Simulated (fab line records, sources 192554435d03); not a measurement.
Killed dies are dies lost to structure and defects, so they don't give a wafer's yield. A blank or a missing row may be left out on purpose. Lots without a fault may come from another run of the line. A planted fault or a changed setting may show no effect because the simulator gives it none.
Chamber matching | flow n5_finfet | N5_BEOL_M8_STRIP_36 on rie_diel-03: 4 sister chambers
The step strips in N2/H2. 24 wafers are shown with their chamber, then 12 later ones without.

WAFERS WITH THEIR CHAMBER
wafer  | chamber | drypump_motor_current_A (A) | showerhead_plenum_p_Torr (Torr) | throttle_valve_pct (%)
L074.2 | 2       | 5.2                         | 2.51                            | 23.25
L074.3 | 1       | 5.4                         | 2.55                            | 23.45
L074.4 | 2       | 5.2                         | 2.51                            | 23.29
L076.1 | 1       | 5.4                         | 2.55                            | 23.43
L076.3 | 0       | 5.3                         | 2.65                            | 23.08
L076.4 | 0       | 5.3                         | 2.65                            | 23.12
L082.1 | 2       | 5.2                         | 2.51                            | 23.31
L082.2 | 3       | 5.9                         | 2.60                            | 23.40
L082.6 | 1       | 5.4                         | 2.54                            | 23.46
L084.1 | 2       | 5.2                         | 2.50                            | 23.30
L084.3 | 1       | 5.4                         | 2.54                            | 23.46
L084.6 | 1       | 5.4                         | 2.54                            | 23.45
L085.2 | 2       | 5.2                         | 2.50                            | 23.31
L085.3 | 0       | 5.3                         | 2.64                            | 23.10
L085.6 | 2       | 5.2                         | 2.50                            | 23.32
L089.1 | 2       | 5.2                         | 2.50                            | 23.33
L089.5 | 2       | 5.2                         | 2.50                            | 23.30
L089.6 | 1       | 5.4                         | 2.54                            | 23.45
L091.2 | 0       | 5.3                         | 2.64                            | 23.13
L091.3 | 1       | 5.4                         | 2.53                            | 23.49
L091.4 | 2       | 5.2                         | 2.50                            | 23.30
L094.2 | 2       | 5.2                         | 2.50                            | 23.34
L094.5 | 2       | 5.2                         | 2.50                            | 23.32
L094.6 | 3       | 6.0                         | 2.59                            | 23.42

SIGNATURES (means of the wafers above)
reading                  | chamber 0 | chamber 1 | chamber 2 | chamber 3 | scatter within a chamber
drypump_motor_current_A  | 5.300     | 5.400     | 5.200     | 5.950     | 0.0158
showerhead_plenum_p_Torr | 2.6450    | 2.5414    | 2.5027    | 2.5950    | 0.00572
throttle_valve_pct       | 23.1075   | 23.4557   | 23.3064   | 23.4100   | 0.0216
Rule: a wafer's distance from a chamber is the root of the sum, over the readings, of the square of ((its reading less the chamber's mean) divided by the reading's scatter). The wafer belongs to the nearest chamber; if the next one is less than 2 further off, it can't be placed. The scatter: the root of (the sum of the squares of (reading less its chamber's mean) over the shown wafers, divided by (wafers less chambers)).

WAFERS WITHOUT THEIR CHAMBER
wafer  | drypump_motor_current_A (A) | showerhead_plenum_p_Torr (Torr) | throttle_valve_pct (%)
L092.1 | 5.4                         | 2.53                            | 23.48
L092.2 | 5.9                         | 2.59                            | 23.44
L092.5 | 5.4                         | 2.53                            | 23.49
L096.1 | 5.2                         | 2.49                            | 23.33
L096.2 | 5.4                         | 2.53                            | 23.51
L096.3 | 5.9                         | 2.59                            | 23.44
L095.1 | 5.9                         | 2.59                            | 23.45
L095.3 | 5.4                         | 2.53                            | 23.51
L095.4 | 5.3                         | 2.63                            | 23.14
L097.1 | 5.4                         | 2.53                            | 23.50
L097.4 | 5.2                         | 2.49                            | 23.35
L097.5 | 5.3                         | 2.63                            | 23.15

WHICH CHAMBER EACH WENT THROUGH
wafer  | from the rows above | in truth
L092.1 | 1                   | 1
L092.2 | 3                   | 3
L092.5 | 1                   | 1
L096.1 | 2                   | 2
L096.2 | 1                   | 1
L096.3 | 3                   | 3
L095.1 | 3                   | 3
L095.3 | 1                   | 1
L095.4 | 0                   | 0
L097.1 | 1                   | 1
L097.4 | 2                   | 2
L097.5 | 0                   | 0
Placed correctly: 12 of 12. Can't be placed from these rows: 0. Placed wrongly: 0.
